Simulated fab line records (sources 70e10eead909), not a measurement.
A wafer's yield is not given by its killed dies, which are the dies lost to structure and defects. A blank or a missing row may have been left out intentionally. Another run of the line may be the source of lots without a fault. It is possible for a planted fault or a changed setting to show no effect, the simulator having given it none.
Struck lot and sound lot, side by side + flow nand-harc + 14 steps out of a route of 1159
Sound: the wafers L702.3, L702.5, L702.6. The struck wafers were L701.2, L701.3, L701.5. Last of all comes the cause.
At each step with rows: each side's tool, then ch and its chambers, then its first start. Under that, the readings that differ: sound wafers + struck wafers + difference of the means + sigmas: that difference in standard deviations of wafers without a fault.
alike: readings with means less than 2 such deviations apart, plus words and numbers identical on both sides. not compared: withheld readings, readings lacking a value on some wafer, bounds such as >300 that could conceal the same value, and numbers that have no deviation in the record and whose values overlap.
A row with sigmas, a row that says differs or no value, or rows on one side alone: a step with any of these is where the two part. Numbers that have no deviation but don't overlap get no sigmas and don't part them. A reading that every wafer of one side lacks parts them only if that side has two wafers or more.

NHARC_P_GATE_STRIP_95: strips in O2.
  sound on plasma-asher-02 ch 0,1, day 9 05:28; struck on plasma-asher-01 ch 0,1, day 9 07:35
  alike: drypump-motor-current-A, heater-power-w
  not compared: rf-hours-counter-h
then, 1 step without rows for these wafers: NHARC_P_GATE_STRIP_96 (strips in SPM, time 900 s).
NHARC_P_GATE_RTA_64: time 1 s.
  sound on rtp-anneal-01 ch 0, day 9 06:04; struck on rtp-anneal-02 ch 0, day 9 08:11
| reading             | sound          | struck         | difference | sigmas |
|---------------------|----------------|----------------|------------|--------|
| lamp_zone_1_pct (%) | 29.0 28.9 29.0 | 30.4 30.4 30.4 | +1.4       | +2     |
  alike: lamp-power-pct, wafer_temp_C_max
then, 1 step without rows for these wafers: NHARC_P_GATE_ETCH_77 (etches SiO2 in dHF, target depth 6 nm).
NHARC_P_GATE_DEGAS_109: time 60 s.
  struck on pvd-sputter-01, day 9 08:28; sound on pvd-sputter-02, day 9 06:20
  alike: heater-power-w
then, 3 steps without rows for these wafers: NHARC_P_GATE_PRE_CLEAN_110 (time 30 s); NHARC_P_GATE_SPUTTER_78 (material Ni, target thk 10 nm); NHARC_P_GATE_SPUTTER_79 (material TiN, target thk 10 nm).
NHARC_P_GATE_RTA_80: time 30 s.
  sound on rtp-anneal-01 ch 0, day 9 06:40; struck on rtp-anneal-01 ch 0, day 9 08:49
  alike: wafer_temp_C_max
then, 2 steps without rows for these wafers: NHARC_P_GATE_STRIP_67 (strips in SPM, time 600 s); NHARC_P_GATE_RTA_82 (time 30 s).
NHARC_P_GATE_INSPECT_68:
  struck on defect-inspect-01, day 9 09:26; sound on defect-inspect-01, day 9 07:16
  alike: raw-defect-count
NHARC_P_CONTACT_DEP_30: deposits SiNx, target thk 30 nm.
  sound on pecvd-03 ch 0,1, day 9 07:25; struck on pecvd-02 ch 0,1,2, day 9 09:31
  no value came back on the struck wafers for heater-power-outer-w (W), heater-power-w (W); on the sound wafers heater-power-outer-w (W) reads 321 312 471
NHARC_P_CONTACT_DEP_00: deposits SiO2, target thk 500 nm.
  sound on pecvd-03 ch 0,1; struck on pecvd-02 ch 0,1,2, day 9 09:44
  alike: chamber-pressure-Torr, heater-power-outer-w, heater-power-w, throttle-valve-pct

## WHERE THEY PART
At NHARC_P_GATE_RTA_64 first; at NHARC_P_CONTACT_DEP_30 last (within this record only). Later steps at which nothing parts them and some readings are alike: NHARC_P_CONTACT_DEP_00.

WHY: what had been put in by the simulator
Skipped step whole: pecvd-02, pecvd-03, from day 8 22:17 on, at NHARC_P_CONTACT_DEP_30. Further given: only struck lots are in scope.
